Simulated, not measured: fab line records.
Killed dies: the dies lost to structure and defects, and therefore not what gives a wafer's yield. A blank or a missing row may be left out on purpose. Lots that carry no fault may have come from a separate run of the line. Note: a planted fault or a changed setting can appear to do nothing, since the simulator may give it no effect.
Matching of chambers -- flow n5 finfet -- 4 sister chambers for N5_BEOL_M10_STRIP_36 on rie diel-02
The step strips in N2/H2. 4 wafers are shown with their chamber, then 11 later ones without.

== WAFERS PAIRED WITH THEIR CHAMBERS ==
wafer,chamber,showerhead plenum p Torr (Torr)
L076.6,0,2.60
L083.2,1,2.39
L083.5,3,2.49
L088.4,2,2.62

== WAFERS WHOSE CHAMBER IS MISSING ==
wafer,showerhead plenum p Torr (Torr)
L088.5,2.60
L088.6,2.48
L089.1,2.62
L089.3,2.60
L089.5,2.60
L092.1,2.59
L092.2,2.48
L092.3,2.62
L096.2,2.61
L096.4,2.59
L096.5,2.61

== WHICH CHAMBER EACH WENT THROUGH ==
wafer,from the rows above,in truth
L088.5,0,0
L088.6,3,3
L089.1,2,2
L089.3,0,0
L089.5,0,0
L092.1,0,0
L092.2,3,3
L092.3,2,2
L096.2,can't be placed: 0 or 2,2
L096.4,0,0
L096.5,can't be placed: 0 or 2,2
Correctly placed: 9 of 11. Cannot be placed on the basis of these rows: 2; the candidates contain the true chamber in 2. Placed wrongly: 0.
How it was worked out, from the rows above alone: a wafer's distance from a chamber is the root of the sum, over the readings, of the square of ((its reading less the chamber's mean) divided by the reading's scatter). The wafer belongs to the nearest chamber; if the next one is less than 2 further off, it can't be placed. The mean given for a chamber averages the wafers shown for that chamber. The scatter: root of mean squared gap, hidden wafer to nearest shown wafer, with one shown wafer a chamber.
